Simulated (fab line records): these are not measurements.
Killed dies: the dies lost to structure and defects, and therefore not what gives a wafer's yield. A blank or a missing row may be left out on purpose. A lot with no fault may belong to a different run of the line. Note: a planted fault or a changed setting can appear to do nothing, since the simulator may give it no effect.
fab line records | flow nand-harc
[record] lots = 24 wafers = 72 last-day = 24
route steps=1159 shown A_STAIRCASE@727 A_SGD_CUT@758 A_SLIT@790
lots that met no fault: from a run of the same line without faults
start-h: hours from the record's first day to the start of the lot's first wafer shown | wait-h: hours elapsed since this lot's preceding step | " unchanged from the row above | L1.1+2: one row covering several wafers at once | - no value, or no start given | * or withheld: withheld | < > ~ a bound
route shown NAME@n: names a module that has steps shown in the file, with the first one's number in the route | usual: mean/standard deviation of fault-free wafers | same: alike in all rows | chamber/n: place in a boat | sites: each site's reading | _std_site: their standard deviation | _edge_site: inner sites' mean taken away from outer sites' mean | radius-mm: how far each site lies from the wafer's centre | mask NAME#n: copy n | behind: the last tool/chamber to shape the wafer | hold: cause of the lot's hold/its duration in hours/its outcome | device: which transistor (n, p or np) failed to switch | end of line: tests run on the same wafers once the route is complete | a step with no rows: only its recipe | killed: count of dies lost to structure and defects at first sort (not the wafer's yield) | map: a wafer's dies, marking killed ones x, the rest . and places with no die _
set.NAME: the setting as run; set.NAME@STEP: as run at that earlier step | model.NAME: the simulator's own value behind a step, which no gauge read
route steps across a sampled set of lots; one table per step, one row per wafer
services: from which hour (start-h, from the record's first day; less than 0 if before it) a tool's chamber was out of use, for how many hours, and why
[[steps]]
[step NHARC_A_STAIRCASE_ETCH_444]
[recipe] target-depth-a = 1.02e+05 time-s = 3400 c4f8-flow-sccm = 20 o2-flow-sccm = 10 ar-flow-sccm = withheld rf-w = 600 bias-w = 1000 chemistry = C4F8/O2
[usual] oes-product-au = 0.929/0.018 rf-vpp-V = 807/6.2
// columns lot.wafer tool chamber start-h wait-h oes-product-au rf-hours-counter-h rf-vpp-V
L074.1 rie-diel-11 1 289.89 0.1 0.936 40 814
L074.2 " 2 " " 0.902 38 817
L074.5 " 2 " " 0.896 - 816
L075.2 rie-diel-11 2 307.47 0.1 0.909 44 815
L075.3 " 3 " " 0.923 44 799
L075.5 " 3 " " 0.923 - 800
L077.4 rie-diel-05 2 307.56 0.3 0.917 52 801
L077.3 " 0 " " 0.935 49 807
L077.6 " 1 " " 0.919 - 806
L078.2 rie-diel-05 2 323.36 0.1 0.904 58 802
L078.3 " 0 " " 0.926 53 805
L078.5 " 3 " " 0.938 - 799
L076.4 rie-diel-11 1 323.40 0.1 0.947 52 814
L076.2 " 0 " " 0.966 47 803
L076.5 " 1 " " 0.942 - 814
L081.1 rie-diel-05 0 333.47 0.1 0.928 57 806
L081.2 " 2 " " 0.914 62 801
L081.4 " 3 " " 0.947 58 798
L079.3 rie-diel-11 0 333.60 0.1 0.927 50 801
L079.2 " 2 " " 0.915 54 815
L079.6 " 1 " " 0.950 - 814
L080.2 rie-diel-12 0 334.49 0.2 0.904 38 810
L080.4 " 3 " " 0.929 38 810
L080.6 " 1 " " 0.920 - 817
L082.3 rie-diel-12 3 352.59 0.3 0.920 47 810
L082.1 " 0 " " 0.906 47 812
L082.5 " 3 " " 0.928 - 809
L083.3 rie-diel-11 0 353.13 1.0 0.972 59 801
L083.1 " 1 " " 0.989 64 813
L083.5 " 2 " " 0.930 - 814
L084.2 rie-diel-12 1 357.33 0.1 0.919 49 816
L084.1 " 2 " " 0.919 51 800
L084.6 " 2 " " 0.926 - 801
L085.1 rie-diel-11 0 363.52 0.5 0.932 61 801
L085.4 " 1 " " 0.947 67 814
L085.5 " 3 " " 0.915 - 799
L086.4 rie-diel-12 0 373.07 0.1 0.906 54 811
L086.1 " 3 " " 0.926 55 810
L086.6 " 0 " " 0.898 - 811
L087.2 rie-diel-05 3 373.20 0.1 0.941 8 816
L087.4 " 3 " " 0.937 - 815
L087.5 " 1 " " 0.962 - 804
L088.3 rie-diel-05 3 394.01 0.1 0.932 16 815
L088.2 " 0 " " 0.936 14 804
L088.6 " 3 " " 0.937 - 813
L090.1 rie-diel-12 2 394.26 0.5 0.973 3 800
L090.3 " 3 " " 0.964 2 809
L090.6 " 1 " " 0.967 - 814
L089.2 rie-diel-05 2 399.28 0.6 0.901 20 802
L089.1 " 1 " " 0.933 19 804
L089.5 " 3 " " 0.937 - 816
L091.1 rie-diel-11 1 399.28 0.4 0.942 7 814
L091.4 " 3 " " 0.939 8 800
L091.6 " 0 " " 0.906 - 800
L093.1 rie-diel-12 3 399.31 0.2 0.937 4 809
L093.2 " 0 " " 0.925 6 811
L093.6 " 0 " " 0.922 - 812
L092.4 rie-diel-05 3 414.50 0.3 0.930 27 816
L092.3 " 0 " " 0.942 23 805
L092.1 " 1 " " 0.941 25 805
L094.4 rie-diel-11 3 430.38 0.1 0.936 18 800
L094.1 " 2 " " 0.925 18 813
L094.6 " 3 " " 0.931 - 800
L096.4 rie-diel-12 0 430.68 0.5 0.935 15 811
L096.2 " 1 " " 0.931 14 815
L096.5 " 0 " " 0.948 - 811
L097.4 rie-diel-05 0 430.78 0.6 0.932 28 804
L097.2 " 1 " " 0.940 29 805
L097.6 " 3 " " 0.928 - 816
L095.1 rie-diel-11 2 442.74 0.4 0.935 22 813
L095.3 " 0 " " 0.912 24 801
L095.6 " 2 " " 0.931 - 814
[step NHARC_A_SGD_CUT_CD_MEAS_09]
[recipe] target-cd-nm = 100 landing-energy-ev = 500
[usual] cd-nm = 100.0/0.8
// columns lot.wafer tool chamber start-h wait-h cd-nm
L074.1 cd-sem-03 0 295.82 - 98.7
L074.2 " 0 " " 100.1
L074.5 " 0 " " 99.3
L077.3 cd-sem-01 0 312.97 - 99.1
L077.4 " 0 " " 99.0
L077.6 " 0 " " 99.1
L075.2 cd-sem-01 0 313.13 - 99.5
L075.3 " 0 " " 99.7
L075.5 " 0 " " 99.2
L078.2 cd-sem-02 0 329.09 - 100.6
L078.3 " 0 " " 101.4
L078.5 " 0 " " 101.8
L076.2 cd-sem-01 0 329.44 - 100.1
L076.4 " 0 " " 100.4
L076.5 " 0 " " 100.8
L081.1 cd-sem-01 0 339.34 - 101.0
L081.2 " 0 " " 100.2
L081.4 " 0 " " 100.5
L079.2 cd-sem-02 0 339.65 - 99.6
L079.3 " 0 " " 100.2
L079.6 " 0 " " 100.5
L080.2 cd-sem-03 0 340.23 - 100.4
L080.4 " 0 " " 100.1
L080.6 " 0 " " 99.6
L082.1 cd-sem-02 0 358.19 - 100.5
L082.3 " 0 " " 100.2
L082.5 " 0 " " 99.2
L083.1 cd-sem-02 0 358.35 - 99.2
L083.3 " 0 " " 100.5
L083.5 " 0 " " 99.4
L084.1 cd-sem-02 0 362.85 - 99.9
L084.2 " 0 " " 99.0
L084.6 " 0 " " 99.7
L085.1 cd-sem-01 0 369.10 - 100.1
L085.4 " 0 " " 101.1
L085.5 " 0 " " 100.0
L086.1 cd-sem-01 0 378.78 - 101.6
L086.4 " 0 " " 100.3
L086.6 " 0 " " 100.5
L087.2 cd-sem-03 0 379.44 - 100.5
L087.4 " 0 " " 100.0
L087.5 " 0 " " 100.9
L090.1 cd-sem-01 0 399.53 - 100.4
L090.3 " 0 " " 99.7
L090.6 " 0 " " 101.2
L088.2 cd-sem-01 0 400.23 - 100.6
L088.3 " 0 " " 101.1
L088.6 " 0 " " 100.5
L091.1 cd-sem-02 0 404.71 - 99.7
L091.4 " 0 " " 98.7
L091.6 " 0 " " 99.9
L089.1 cd-sem-01 0 405.46 - 99.8
L089.2 " 0 " " 98.7
L089.5 " 0 " " 99.0
L093.1 cd-sem-01 0 405.77 - 99.6
L093.2 " 0 " " 99.2
L093.6 " 0 " " 99.3
L092.1 cd-sem-02 0 420.33 - 99.1
L092.3 " 0 " " 99.3
L092.4 " 0 " " 99.5
L097.2 cd-sem-03 0 436.00 - 100.1
L097.4 " 0 " " 100.9
L097.6 " 0 " " 99.8
L094.1 cd-sem-01 0 436.15 - 100.4
L094.4 " 0 " " 100.3
L094.6 " 0 " " 100.6
L096.2 cd-sem-03 0 436.34 - 100.2
L096.4 " 0 " " 98.9
L096.5 " 0 " " 99.9
L095.1 cd-sem-03 0 448.22 - 99.4
L095.3 " 0 " " 98.9
L095.6 " 0 " " 99.1
[step NHARC_A_SGD_CUT_ETCH_59]
[recipe] target-depth-a = 2600 over-etch-frac = 0.25 time-s = 406.25 ion-energy-ev = 200 n2-flow-sccm = 150 h2-flow-sccm = 150 ar-flow-sccm = 0 rf-w = 400 bias-w = 150 chemistry = N2/H2
[usual] drypump-motor-current-A = 5.7/0.49 oes-product-au = 1.006/0.013 rf-vpp-V = 431.0/2.3 showerhead-plenum-p-Torr = 2.06/0.076 throttle-valve-pct = 14.171/0.0094
// columns lot.wafer tool chamber start-h wait-h drypump-motor-current-A oes-product-au rf-hours-counter-h rf-vpp-V showerhead-plenum-p-Torr throttle-valve-pct
L074.2 rie-diel-06 1 - - 5.3 0.999 4 430.4 2.08 14.163
L074.1 " 3 " " 5.9 1.008 3 432.7 2.07 14.172
L074.5 " 2 " " 5.3 1.017 - 433.4 2.10 14.178
L077.4 rie-diel-02 0 - - 5.0 0.995 16 427.2 1.92 14.167
L077.3 " 1 " " 5.2 1.003 15 431.4 2.12 14.181
L077.6 " 1 " " 5.2 0.999 - 431.8 2.12 14.167
L075.3 rie-diel-08 3 - - 6.3 1.027 0 433.0 2.14 14.172
L075.2 " 0 " " 5.9 1.013 0 432.2 2.11 14.166
L075.5 " 3 " " 6.3 1.019 - 434.0 2.14 14.172
L078.2 rie-diel-06 3 - - 5.8 1.011 5 430.6 2.07 14.158
L078.3 " 2 " " 5.3 1.032 5 433.6 2.10 14.171
L078.5 " 3 " " 5.8 1.010 - 431.7 2.07 14.171
L076.2 rie-diel-06 1 - - 5.3 1.014 6 432.1 2.08 14.170
L076.5 " 1 " " 5.2 1.013 - 430.4 2.08 14.171
L076.4 " 2 " " 5.3 1.037 - 432.6 2.10 14.163
L081.4 rie-diel-02 1 - - 5.2 1.001 0 431.8 2.12 14.174
L081.2 " 2 " " 6.2 0.970 0 435.8 2.16 14.191
L081.1 " 3 " " 6.6 1.001 0 432.8 2.09 14.165
L079.3 rie-diel-06 2 - - 5.3 1.039 6 431.0 2.10 14.182
L079.2 " 0 " " 5.8 1.015 6 427.3 1.93 14.175
L079.6 " 2 " " 5.3 1.039 - 431.3 2.10 14.160
L080.4 rie-diel-08 2 - - 6.3 1.017 4 428.4 1.97 14.168
L080.2 " 1 " " 5.1 1.005 4 429.4 2.01 14.163
L080.6 " 2 " " 6.3 1.012 - 429.8 1.97 14.174
L082.3 rie-diel-08 3 - - 6.3 1.014 6 433.5 2.14 14.164
L082.1 " 0 " " 5.9 0.981 6 431.7 2.10 14.166
L082.5 " 3 " " 6.3 1.007 - 432.9 2.14 14.179
L083.3 rie-diel-02 1 - - 5.2 1.008 3 433.5 2.12 14.157
L083.1 " 2 " " 6.2 0.993 3 433.4 2.16 14.162
L083.5 " 1 " " 5.2 1.013 - 431.8 2.12 14.176
L084.2 rie-diel-06 0 - - 5.8 0.992 8 427.5 1.93 14.156
L084.1 " 3 " " 5.8 1.005 6 431.6 2.07 14.170
L084.6 " 3 " " 5.8 0.999 - 432.1 2.07 14.170
L085.1 rie-diel-02 3 - - 6.6 1.010 3 432.4 2.09 14.167
L085.4 " 0 " " 5.0 1.007 3 427.6 1.92 14.178
L085.5 " 2 " " 6.2 0.994 - 432.4 2.16 14.175
L086.1 rie-diel-08 1 - - 5.1 0.995 8 429.9 2.01 14.178
L086.4 " 2 " " 6.3 1.006 7 430.7 1.97 14.173
L086.6 " 0 " " 5.9 0.985 - 431.8 2.10 14.170
L087.4 rie-diel-06 2 - - 5.3 1.030 8 430.8 2.10 14.180
L087.2 " 3 " " 5.8 1.004 7 431.6 2.07 14.160
L087.5 " 1 " " 5.3 1.005 - 430.7 2.08 14.176
L090.1 rie-diel-02 3 - - 6.6 1.000 5 432.6 2.09 14.165
L090.3 " 0 " " 5.0 1.001 5 427.0 1.92 14.185
L090.6 " 0 " " 5.0 1.000 - 425.7 1.92 14.163
L088.2 rie-diel-06 1 - - 5.2 1.015 11 433.2 2.08 14.190
L088.3 " 3 " " 5.9 1.007 8 431.6 2.07 14.181
L088.6 " 0 " " 5.8 0.991 - 427.5 1.93 14.165
L091.1 rie-diel-06 2 - - 5.3 1.031 9 433.6 2.10 14.157
L091.4 " 1 " " 5.2 1.013 11 430.2 2.08 14.170
L091.6 " 3 " " 5.8 1.005 - 429.8 2.07 14.162
L089.1 rie-diel-06 2 - - 5.3 1.030 10 433.0 2.10 14.165
L089.2 " 1 " " 5.3 1.006 11 433.2 2.08 14.180
L089.5 " 2 " " 5.3 1.040 - 431.7 2.10 14.154
L093.1 rie-diel-08 1 - - 5.1 0.999 12 430.8 2.01 14.161
L093.2 " 2 " " 6.3 1.003 11 429.3 1.97 14.177
L093.6 " 3 " " 6.3 0.999 - 433.5 2.13 14.190
L092.3 rie-diel-08 2 - - 6.4 0.997 12 428.0 1.97 14.180
L092.1 " 3 " " 6.3 1.018 12 433.9 2.13 14.164
L092.4 " 2 " " 6.3 0.995 - 429.5 1.97 14.156
L097.4 rie-diel-02 1 - - 5.2 1.015 10 433.0 2.12 14.177
L097.2 " 2 " " 6.2 0.986 10 434.0 2.16 14.174
L097.6 " 0 " " 5.0 1.013 - 428.0 1.92 14.170
L094.4 rie-diel-06 3 - - 5.9 0.985 1 430.4 2.07 14.179
L094.1 " 1 " " 5.3 0.987 1 430.5 2.08 14.177
L094.6 " 2 " " 5.3 1.006 - 433.1 2.10 14.180
L096.4 rie-diel-08 2 - - 6.3 0.996 14 428.4 1.97 14.171
L096.2 " 3 " " 6.3 1.012 15 433.1 2.13 14.176
L096.5 " 0 " " 5.9 0.984 - 431.8 2.10 14.171
L095.1 rie-diel-02 1 - - 5.3 1.017 12 433.1 2.12 14.161
L095.3 " 0 " " 5.0 1.008 12 427.6 1.92 14.180
L095.6 " 0 " " 5.0 1.013 - 426.9 1.92 14.173
[step NHARC_A_SLIT_CD_MEAS_09]
[recipe] target-cd-nm = 300 landing-energy-ev = 500
[usual] cd-nm = 300.1/0.63
// columns lot.wafer tool chamber start-h wait-h cd-nm
L074.1 cd-sem-01 0 312.06 - 300.2
L074.2 " 0 " " 300.0
L074.5 " 0 " " 299.6
L075.2 cd-sem-01 0 325.46 - 300.9
L075.3 " 0 " " 299.9
L075.5 " 0 " " 300.0
L077.3 cd-sem-03 0 325.87 - 300.8
L077.4 " 0 " " 299.7
L077.6 " 0 " " 300.4
L076.2 cd-sem-01 0 340.36 - 299.6
L076.4 " 0 " " 299.2
L076.5 " 0 " " 299.6
L078.2 cd-sem-01 0 340.51 - 300.1
L078.3 " 0 " " 300.2
L078.5 " 0 " " 300.5
L080.2 cd-sem-01 0 349.11 - 301.0
L080.4 " 0 " " 300.1
L080.6 " 0 " " 299.3
L081.1 cd-sem-03 0 349.30 - 299.9
L081.2 " 0 " " 299.5
L081.4 " 0 " " 300.6
L079.2 cd-sem-02 0 349.46 - 300.4
L079.3 " 0 " " 301.1
L079.6 " 0 " " 301.0
L082.1 cd-sem-02 0 367.50 - 300.1
L082.3 " 0 " " 299.7
L082.5 " 0 " " 299.2
L083.1 cd-sem-03 0 368.03 - 299.5
L083.3 " 0 " " 299.8
L083.5 " 0 " " 299.8
L084.1 cd-sem-03 0 372.61 - 299.5
L084.2 " 0 " " 300.8
L084.6 " 0 " " 300.9
L085.1 cd-sem-02 0 379.03 - 299.9
L085.4 " 0 " " 299.8
L085.5 " 0 " " 300.4
L087.2 cd-sem-02 0 388.60 - 300.8
L087.4 " 0 " " 301.1
L087.5 " 0 " " 301.0
L086.1 cd-sem-03 0 388.88 - 300.0
L086.4 " 0 " " 299.2
L086.6 " 0 " " 300.3
L090.1 cd-sem-03 0 410.65 - 301.4
L090.3 " 0 " " 300.8
L090.6 " 0 " " 301.5
L088.2 cd-sem-01 0 411.31 - 299.9
L088.3 " 0 " " 299.3
L088.6 " 0 " " 299.7
L093.1 cd-sem-02 0 415.97 - 299.5
L093.2 " 0 " " 299.8
L093.6 " 0 " " 298.9
L091.1 cd-sem-01 0 416.01 - 299.3
L091.4 " 0 " " 301.0
L091.6 " 0 " " 300.6
L089.1 cd-sem-03 0 417.18 - 300.3
L089.2 " 0 " " 300.6
L089.5 " 0 " " 299.1
L092.1 cd-sem-03 0 430.61 - 299.3
L092.3 " 0 " " 300.9
L092.4 " 0 " " 300.4
L096.2 cd-sem-02 0 445.80 - 301.6
L096.4 " 0 " " 301.1
L096.5 " 0 " " 300.2
L097.2 cd-sem-02 0 445.95 - 300.5
L097.4 " 0 " " 300.6
L097.6 " 0 " " 300.1
L094.1 cd-sem-03 0 446.71 - 300.4
L094.4 " 0 " " 300.3
L094.6 " 0 " " 300.6
L095.1 cd-sem-02 0 460.45 - 301.0
L095.3 " 0 " " 299.7
L095.6 " 0 " " 299.5
[step NHARC_A_SLIT_INSPECT_11]
[usual] raw-defect-count = 20/11
// columns lot.wafer tool chamber start-h wait-h raw-defect-count
L074.1 defect-inspect-01 - 312.19 0.0 11
L074.2 " - " " 8
L074.5 " - " " 16
L075.2 defect-inspect-01 - 325.59 0.0 17
L075.3 " - " " 19
L075.5 " - " " 23
L077.3 defect-inspect-01 - 326.00 0.0 9
L077.4 " - " " 8
L077.6 " - " " 4
L076.2 defect-inspect-01 - 340.48 0.0 12
L076.4 " - " " 10
L076.5 " - " " 7
L078.2 defect-inspect-01 - 340.64 0.0 28
L078.3 " - " " 10
L078.5 " - " " 20
L080.2 defect-inspect-01 - 349.23 0.0 18
L080.4 " - " " 16
L080.6 " - " " 21
L081.1 defect-inspect-01 - 349.42 0.0 12
L081.2 " - " " 14
L081.4 " - " " 4
L079.2 defect-inspect-02 - 349.58 0.0 12
L079.3 " - " " 16
L079.6 " - " " 8
L082.1 defect-inspect-02 - 367.62 0.0 9
L082.3 " - " " 11
L082.5 " - " " 11
L083.1 defect-inspect-02 - 368.15 0.0 48
L083.3 " - " " 25
L083.5 " - " " 32
L084.1 defect-inspect-01 - 372.73 0.0 11
L084.2 " - " " 11
L084.6 " - " " 9
L085.1 defect-inspect-01 - 379.17 0.0 12
L085.4 " - " " 17
L085.5 " - " " 14
L087.2 defect-inspect-01 - 388.72 0.0 31
L087.4 " - " " 23
L087.5 " - " " 30
L086.1 defect-inspect-02 - 389.01 0.0 19
L086.4 " - " " 15
L086.6 " - " " 15
L090.1 defect-inspect-02 - 410.78 0.0 11
L090.3 " - " " 12
L090.6 " - " " 13
L088.2 defect-inspect-01 - 411.43 0.0 42
L088.3 " - " " 33
L088.6 " - " " 32
L093.1 defect-inspect-01 - 416.09 0.0 9
L093.2 " - " " 17
L093.6 " - " " 22
L091.1 defect-inspect-01 - 416.13 0.0 15
L091.4 " - " " 16
L091.6 " - " " 17
L089.1 defect-inspect-01 - 417.31 0.0 34
L089.2 " - " " 32
L089.5 " - " " 35
L092.1 defect-inspect-01 - 430.73 0.0 49
L092.3 " - " " 40
L092.4 " - " " 21
L096.2 defect-inspect-01 - 445.92 0.0 32
L096.4 " - " " 43
L096.5 " - " " 31
L097.2 defect-inspect-02 - 446.07 0.0 20
L097.4 " - " " 15
L097.6 " - " " 12
L094.1 defect-inspect-02 - 446.84 0.0 20
L094.4 " - " " 23
L094.6 " - " " 17
L095.1 defect-inspect-02 - 460.58 0.0 20
L095.3 " - " " 13
L095.6 " - " " 13
[step NHARC_A_SLIT_STRIP_18]
[recipe] o2-flow-sccm = 500 ar-flow-sccm = 0 bias-w = 0 chemistry = O2
[usual] drypump-motor-current-A = 5.9/0.47 oes-product-au = 0.997/0.018 rf-vpp-V = 57.7/0.99 showerhead-plenum-p-Torr = 3.56/0.16 throttle-valve-pct = 17.036/0.0093
// columns lot.wafer tool chamber start-h wait-h drypump-motor-current-A oes-product-au rf-hours-counter-h rf-vpp-V showerhead-plenum-p-Torr throttle-valve-pct
L074.2 rie-diel-13 0 - - 5.4 0.984 2 57.3 3.61 17.045
L074.1 " 3 " " 6.2 0.977 2 56.0 3.34 17.033
L074.5 " 0 " " 5.4 0.993 - 59.0 3.61 17.029
L075.3 rie-diel-10 3 - - 6.6 1.000 11 57.8 3.46 17.031
L075.2 " 0 " " 6.0 0.986 11 58.2 3.36 17.047
L075.5 " 3 " " 6.6 1.011 - 59.2 3.46 17.037
L077.3 rie-diel-13 3 - - 6.2 0.976 2 56.6 3.34 17.037
L077.4 " 2 " " 5.5 0.990 3 57.5 3.75 17.028
L077.6 " 3 " " 6.2 0.986 - 57.4 3.34 17.032
L076.4 rie-diel-13 3 - - 6.2 0.993 4 56.9 3.34 17.017
L076.2 " 0 " " 5.4 0.989 4 55.4 3.61 17.038
L076.5 " 3 " " 6.1 0.981 - 56.5 3.34 17.037
L078.2 rie-diel-13 1 - - 6.3 0.998 4 57.9 3.76 17.034
L078.3 " 2 " " 5.5 0.990 4 57.0 3.75 17.034
L078.5 " 1 " " 6.3 1.000 - 58.2 3.76 17.050
L080.4 rie-diel-10 0 - - 6.0 0.987 13 57.6 3.36 17.030
L080.2 " 3 " " 6.6 1.006 13 58.0 3.46 17.033
L080.6 " 0 " " 6.0 0.989 - 56.2 3.36 17.037
L081.4 rie-diel-07 1 - - 6.7 1.010 10 58.0 3.50 17.035
L081.1 " 2 " " 5.3 1.036 9 58.3 3.63 17.034
L081.2 " 0 " " 6.2 1.017 10 56.3 3.32 17.027
L079.3 rie-diel-13 2 - - 5.5 1.004 5 59.2 3.75 17.038
L079.2 " 3 " " 6.2 0.983 4 57.1 3.34 17.022
L079.6 " 1 " " 6.3 1.004 - 58.6 3.76 17.049
L082.1 rie-diel-10 3 - - 6.6 1.036 1 58.7 3.46 17.056
L082.3 " 2 " " 5.9 0.998 1 59.1 3.75 17.030
L082.5 " 3 " " 6.7 1.033 - 56.7 3.46 17.036
L083.3 rie-diel-13 0 - - 5.4 0.972 7 57.5 3.60 17.023
L083.1 " 3 " " 6.2 0.993 6 57.9 3.34 17.037
L083.5 " 0 " " 5.4 0.980 - 56.6 3.60 17.048
L084.2 rie-diel-13 0 - - 5.4 0.985 7 57.5 3.60 17.034
L084.1 " 2 " " 5.4 0.994 6 56.8 3.75 17.018
L084.6 " 3 " " 6.2 0.986 - 55.8 3.34 17.057
L085.1 rie-diel-10 3 - - 6.7 1.033 1 57.6 3.46 17.041
L085.4 " 1 " " 5.2 0.997 1 59.8 3.62 17.040
L085.5 " 0 " " 6.0 0.990 - 58.8 3.36 17.037
L087.2 rie-diel-13 0 - - 5.4 0.985 8 57.5 3.60 17.047
L087.4 " 2 " " 5.5 1.003 8 58.9 3.75 17.025
L087.5 " 3 " " 6.2 0.985 - 57.7 3.34 17.027
L086.4 rie-diel-10 3 - - 6.6 1.027 2 58.1 3.46 17.032
L086.1 " 0 " " 6.0 0.996 2 55.4 3.36 17.032
L086.6 " 2 " " 5.9 0.989 - 55.8 3.75 17.037
L090.3 rie-diel-10 0 - - 6.0 0.998 4 58.9 3.36 17.041
L090.1 " 2 " " 5.9 0.996 3 58.4 3.75 17.046
L090.6 " 0 " " 6.0 0.995 - 58.0 3.36 17.040
L088.2 rie-diel-13 3 - - 6.2 0.990 9 57.1 3.34 17.050
L088.3 " 0 " " 5.4 0.982 9 58.1 3.60 17.030
L088.6 " 3 " " 6.2 0.994 - 57.4 3.34 17.040
L093.1 rie-diel-13 2 - - 5.5 0.997 10 57.4 3.75 17.027
L093.2 " 3 " " 6.2 0.987 10 57.1 3.34 17.025
L093.6 " 3 " " 6.2 0.979 - 56.3 3.34 17.032
L091.1 rie-diel-07 1 - - 6.6 0.980 0 56.6 3.50 17.033
L091.4 " 2 " " 5.3 1.032 0 58.7 3.62 17.026
L091.6 " 3 " " 6.2 0.967 - 58.6 3.53 17.038
L089.1 rie-diel-07 1 - - 6.7 0.979 1 57.8 3.50 17.026
L089.2 " 3 " " 6.2 0.982 1 57.3 3.53 17.038
L089.5 " 1 " " 6.7 0.981 - 58.3 3.50 17.028
L092.4 rie-diel-13 1 - - 6.3 0.995 12 59.1 3.76 17.048
L092.1 " 2 " " 5.5 0.999 11 57.8 3.75 17.037
L092.3 " 3 " " 6.1 0.996 10 57.8 3.34 17.026
L096.4 rie-diel-10 0 - - 6.0 0.990 6 56.4 3.35 17.046
L096.2 " 2 " " 5.9 1.009 5 57.0 3.75 17.030
L096.5 " 0 " " 6.0 0.996 - 56.8 3.35 17.042
L097.4 rie-diel-13 0 - - 5.4 0.973 12 58.8 3.60 17.026
L097.2 " 2 " " 5.4 0.998 12 58.0 3.75 17.048
L097.6 " 1 " " 6.3 0.985 - 59.5 3.75 17.047
L094.4 rie-diel-07 0 - - 6.3 1.015 3 58.0 3.32 17.043
L094.1 " 2 " " 5.3 1.028 3 59.5 3.62 17.027
L094.6 " 0 " " 6.2 1.022 - 56.1 3.32 17.044
L095.3 rie-diel-10 1 - - 5.3 1.019 7 56.9 3.62 17.018
L095.1 " 2 " " 5.9 1.002 6 58.1 3.75 17.042
L095.6 " 1 " " 5.2 1.016 - 58.4 3.62 17.025
[[services]]
// columns tool chamber start-h hours kind
rie-diel-13 - 276.00 9.0 pm
rie-diel-02 3 290.00 5.7 repair
rie-diel-10 - 294.21 0.8 repair
rie-diel-02 2 297.93 1.4 repair
rie-diel-08 - 301.80 9.0 pm
rie-diel-08 2 321.67 4.6 repair
rie-diel-02 - 327.70 9.0 pm
rie-diel-13 - 338.46 0.8 repair
rie-diel-05 - 340.65 9.0 pm
rie-diel-06 3 348.72 4.3 repair
rie-diel-10 - 353.50 9.0 pm
rie-diel-06 2 362.39 12.5 repair
rie-diel-11 - 366.55 9.0 pm
rie-diel-05 0 372.58 1.2 repair
rie-diel-12 - 379.53 9.0 pm
rie-diel-11 1 383.84 2.7 repair
rie-diel-10 - 385.86 0.3 repair
rie-diel-13 0 395.96 3.3 repair
rie-diel-12 0 411.76 5.7 repair
rie-diel-06 - 418.20 9.0 pm
rie-diel-06 2 430.47 4.1 repair
rie-diel-10 2 440.87 4.6 repair
rie-diel-06 3 442.27 10.6 repair
rie-diel-13 - 453.00 9.0 pm
[[key]]
fault none
